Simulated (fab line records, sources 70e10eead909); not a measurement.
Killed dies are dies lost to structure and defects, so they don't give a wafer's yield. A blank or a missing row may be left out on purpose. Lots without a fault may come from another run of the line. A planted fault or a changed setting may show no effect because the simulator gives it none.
Chamber matching | flow nand_harc | NHARC_A_CONTACT_ETCH_102 on rie_diel-13: 4 sister chambers
The step etches the open film in CF4/O2, target depth 70 nm, overetch 7 nm, time 38.5 s. 4 wafers are shown with their chamber, then 12 later ones without.

WAFERS WITH THEIR CHAMBER
wafer  | chamber | drypump_motor_current_A (A)
L084.1 | 0       | 5.6
L090.3 | 1       | 5.2
L091.3 | 3       | 6.2
L091.5 | 2       | 6.0

WAFERS WITHOUT THEIR CHAMBER
wafer  | drypump_motor_current_A (A)
L095.1 | 6.0
L095.2 | 5.2
L095.4 | 5.5
L092.2 | 5.3
L092.3 | 6.0
L092.5 | 5.2
L093.4 | 5.6
L093.5 | 5.2
L093.6 | 6.0
L097.1 | 6.0
L097.2 | 5.2
L097.6 | 5.2

WHICH CHAMBER EACH WENT THROUGH
wafer  | from the rows above | in truth
L095.1 | 2                   | 2
L095.2 | 1                   | 1
L095.4 | 0                   | 0
L092.2 | 1                   | 1
L092.3 | 2                   | 2
L092.5 | 1                   | 1
L093.4 | 0                   | 0
L093.5 | 1                   | 1
L093.6 | 2                   | 2
L097.1 | 2                   | 2
L097.2 | 1                   | 1
L097.6 | 1                   | 1
Placed correctly: 12 of 12. Can't be placed from these rows: 0. Placed wrongly: 0.
How it was worked out, from the rows above alone: a wafer's distance from a chamber is the root of the sum, over the readings, of the square of ((its reading less the chamber's mean) divided by the reading's scatter). The wafer belongs to the nearest chamber; if the next one is less than 2 further off, it can't be placed. A chamber's mean is the mean of its shown wafers. The scatter: with one shown wafer a chamber, the root of the mean of the squares of how far each hidden wafer lies from its nearest shown one.
